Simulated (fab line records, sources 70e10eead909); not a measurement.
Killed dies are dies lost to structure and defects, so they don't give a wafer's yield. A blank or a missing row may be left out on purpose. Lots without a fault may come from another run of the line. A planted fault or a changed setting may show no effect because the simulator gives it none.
A struck lot beside a sound one | flow nand_harc | 15 steps out of a route of 1302
Sound: wafers L979.1, L979.2, L979.6. Struck: wafer L983.2. (L983.3, L983.6 of the same lot were not struck and are left out.) The cause comes at the end.
At each step with rows: each side's tool, then ch and its chambers, then its first start. Under that, the readings that differ: sound wafers | struck wafers | difference of the means | sigmas: that difference in standard deviations of wafers without a fault.
alike: readings whose means differ by less than 2 such deviations, and words and numbers that are the same on both sides. not compared: withheld readings, readings that some wafer has no value for, bounds like >300 that may hide the same value, and numbers for which the record gives no deviation and whose values overlap.
The two part at a step that has a row with sigmas, a row that says differs or no value, or rows on one side only. Numbers that don't overlap but have no deviation are shown without sigmas and don't part them. A reading that every wafer of one side lacks parts them only if that side has two wafers or more.

NHARC_A_CHANNEL_FILL_D2_ALD_15: deposits SiNx, target thk 2 nm, pulse time 60 s, ald cycles 19.
  sound on ald_sin_batch-03 ch 0; struck on ald_sin_batch-01 ch 0
  alike: precursor_pulse_height_rel
  not compared: ald_cycles
NHARC_A_CHANNEL_FILL_D2_ALD_16: deposits SiO2, target thk 1.5 nm, pulse time 10 s, ald cycles 15.
  sound on ald_hk-02 ch 0,2, day 18 12:57; struck on ald_hk-04 ch 1, day 20 01:49
  alike: heater_power_w, precursor_pulse_height_rel
  not compared: ald_cycles, since_wet_clean_h
then, 2 steps without rows for these wafers: NHARC_A_CHANNEL_FILL_D2_ANNEAL_17 (time 1800 s); NHARC_A_CHANNEL_FILL_D2_CVD_18 (deposits poly-Si, target thk 3 nm).
NHARC_A_CHANNEL_FILL_D2_ETCHBACK_19: etches the open film in HBr/Cl2, target depth 5 nm, time 1.7 s.
  sound on rie_si-05 ch 0,1, day 19 02:32; struck on rie_si-02 ch 2, day 20 13:33
  alike: bias_w, chamber_pressure_mTorr, drypump_motor_current_A, oes_product_au, throttle_valve_pct
  not compared: rf_hours_counter_h
then, 1 step without rows for these wafers: NHARC_A_CHANNEL_FILL_D2_ETCHBACK_20 (etches the open film in C4F8/O2/Ar, target depth 27 nm, time 13.5 s).
NHARC_A_CHANNEL_FILL_D2_STRIP_28: strips in O2, time 20 s.
  sound on rie_diel-12 ch 1,3, day 19 02:45; struck on rie_diel-05 ch 3, day 20 13:46
  reading                        | sound             | struck | difference | sigmas
  chamber_pressure_mTorr (mTorr) | 60.05 59.91 59.96 | 60.15  | +0.18      | +3
  alike: drypump_motor_current_A, oes_product_au, rf_vpp_V, showerhead_plenum_p_Torr, throttle_valve_pct
  not compared: rf_hours_counter_h
then, 4 steps without rows for these wafers: NHARC_A_CHANNEL_FILL_D2_PRECLEAN_21 (cleans in dHF, time 30 s); NHARC_A_CHANNEL_FILL_D2_SRD_23; NHARC_A_CHANNEL_FILL_D2_CVD_05 (deposits poly-Si, target thk 5 nm); NHARC_A_CHANNEL_FILL_D2_ANNEAL_22 (time 7200 s).
NHARC_A_CHANNEL_FILL_D2_THK_MEAS_06: measures by ellipsometry.
  sound on film_metro-02, day 19 15:26; struck on film_metro-01, day 21 01:31
  alike: thk_nm
NHARC_A_CHANNEL_FILL_D2_ALD_25: deposits SiOx, target thk 60 nm, pulse time 10 s, ald cycles 600.
  sound on ald_hk-01 ch 0,2,3, day 19 17:56; struck on ald_hk-02 ch 3, day 21 02:11
  reading    | sound       | struck | difference | sigmas
  ald_cycles | 600 600 600 | 622    | +22        |
  alike: heater_power_w, precursor_pulse_height_rel
  not compared: since_wet_clean_h
NHARC_A_CHANNEL_FILL_D2_ETCHBACK_08: etches the open film in C4F8, target depth 220 nm, time 110 s.
  sound on rie_diel-12 ch 1,2; struck on rie_diel-05 ch 3
  reading      | sound             | struck | difference | sigmas
  rf_vpp_V (V) | 441.6 437.1 441.1 | 445.2  | +5.3       | +2
  alike: chamber_pressure_mTorr, oes_product_au
  not compared: rf_hours_counter_h
-- the record jumps here: 9 days lie between the struck wafers' starts before and after (it left off in module A_CHANNEL_FILL_D2 and takes up again in module END, whose first step shown is number 1302 of the route) --
NHARC_END_SORT_01:
  sound on prober-01 ch 0, day 28 23:27; struck on prober-01 ch 0, day 30 03:02
  alike: killed_at_array, killed_at_other, killed_at_periphery, killed_dies, killed_open, killed_short

WHERE THEY PART
First at NHARC_A_CHANNEL_FILL_D2_STRIP_28; last, within this record, at NHARC_A_CHANNEL_FILL_D2_ETCHBACK_08. Later steps at which nothing parts them and some readings are alike: NHARC_END_SORT_01.

WHY: what the simulator had put in
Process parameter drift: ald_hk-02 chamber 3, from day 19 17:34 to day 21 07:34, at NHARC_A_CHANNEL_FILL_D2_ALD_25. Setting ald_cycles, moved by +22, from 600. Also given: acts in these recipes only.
